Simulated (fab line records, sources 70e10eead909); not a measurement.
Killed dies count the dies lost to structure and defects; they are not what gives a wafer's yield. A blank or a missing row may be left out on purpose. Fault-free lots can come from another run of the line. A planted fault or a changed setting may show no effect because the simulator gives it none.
Problem report in the 8D (eight disciplines) form, filled by code | flow nand-harc | the parts of the form that need people (team, actions taken, sign-off) are left out

## 1. WHAT IS WRONG
Wafers with no fault read 55 with a standard deviation of 19, whereas killed-at-array at NHARC_END_SORT_01 reads a mean of 671 on 1 wafer of 1 lot. That puts it +32 standard deviations away from the usual mean.
The first sign was on wafer L915.3 at day 28 11:47, on prober-02. The record holds 1 wafer of 1 lot with a number at this step. The rule behind "out" and "out of limits": a value lying over 4 standard deviations away from the usual mean. The other wafers with a number count as sound.

## 2. WHAT IT IS, WHAT IT ISN'T
question                    | is                           | is not
which readings at this step | killed-at-array, killed-dies | killed-at-periphery, killed-open, killed-short
which lots                  | L915                         | -
which wafers of those lots  | all that have a number       | -
read on which gauges        | prober-02                    | -
when                        | from day 28 11:47            | up to then (0 sound wafers)

## 3. THE SUSPECTS, EACH WITH WHAT RULES IT OUT
Counting: any tool at a process step up to the reading is kept as a suspect provided that every lot that is out went through it and no sound lot did after the first of them.
- the gauge at NHARC_END_SORT_01: kept. All the wafers that are out were read on prober-02, and no step on other tools shows them out.
- rie-diel-04 at NHARC_A_CONTACT_DESCUM_13 (chemistry O2, time 3 s): kept. It ran the lot that is out, L915 (day 26 05:10), and no sound lot after that.
- rie-diel-04 at NHARC_A_CONTACT_ETCH_89 (etches the open film in N2/H2, target depth 260 nm, time 475.3 s): kept. It ran the lot that is out, L915 (day 26 12:41), and no sound lot after that. NHARC_A_CONTACT_ETCH_89: start missing for some lots; hours and lot order therefore follow NHARC_A_CONTACT_ALD_18.
- ald-metal-01 at NHARC_A_CONTACT_ALD_18 (deposits TiN, target thk 3 nm, pulse time 1 s, ald cycles 150): kept. It ran the lot that is out, L915 (day 26 12:41), and no sound lot after that.
- cvd-w-01 at NHARC_A_CONTACT_CVD_19 (deposits W, target thk 300 nm, time 802 s): kept. It ran the lot that is out, L915 (day 28 11:47), and no sound lot after that. NHARC_A_CONTACT_CVD_19: start missing for some lots; hours and lot order therefore follow NHARC_END_SORT_01.
Left after counting: rie-diel-04 at NHARC_A_CONTACT_DESCUM_13, rie-diel-04 at NHARC_A_CONTACT_ETCH_89, ald-metal-01 at NHARC_A_CONTACT_ALD_18, cvd-w-01 at NHARC_A_CONTACT_CVD_19, prober-02 at NHARC_END_SORT_01.

## 4. THE CAUSE (what the simulator had put in)
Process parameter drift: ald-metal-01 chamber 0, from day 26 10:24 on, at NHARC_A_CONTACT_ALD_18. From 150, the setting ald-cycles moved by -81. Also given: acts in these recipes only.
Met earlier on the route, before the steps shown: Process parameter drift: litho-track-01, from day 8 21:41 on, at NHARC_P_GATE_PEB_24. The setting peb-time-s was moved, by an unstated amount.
Of the 5 suspects that counting leaves, this tool is one.

## 5. THE EFFECT CHAIN, in route order
Rows list readings where the struck wafers' mean (over those with a number) sits beyond 3 standard deviations from the usual. Only readings whose record carries a usual standard deviation are examined. hours: median over the lots of the time between each lot's start at the first step of this table that gives one and its start at this step. sigmas: the change, counted in usual standard deviations.
hours | step              | reading         | usual | on struck wafers | change | sigmas
0     | NHARC_END_SORT_01 | killed-at-array | 55    | 671              | +616   | +32
0     | NHARC_END_SORT_01 | killed-dies     | 60    | 677              | +617   | +31

## 6. WHAT WOULD HAVE CAUGHT IT SOONER
The first out-of-limits reading at a measuring or inspecting step in this record came at day 28 11:47, 49 hours after the fault's start at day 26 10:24.
Tool readings at NHARC_A_CONTACT_ALD_18 with a usual standard deviation given in the record: none out on any struck wafer, hence no alarm at a limit of 4 standard deviations on them.
All the lots that are out (1) had begun NHARC_A_CONTACT_ALD_18 on ald-metal-01 by day 28 11:47. A hold on the tool at that time would have spared none of them.
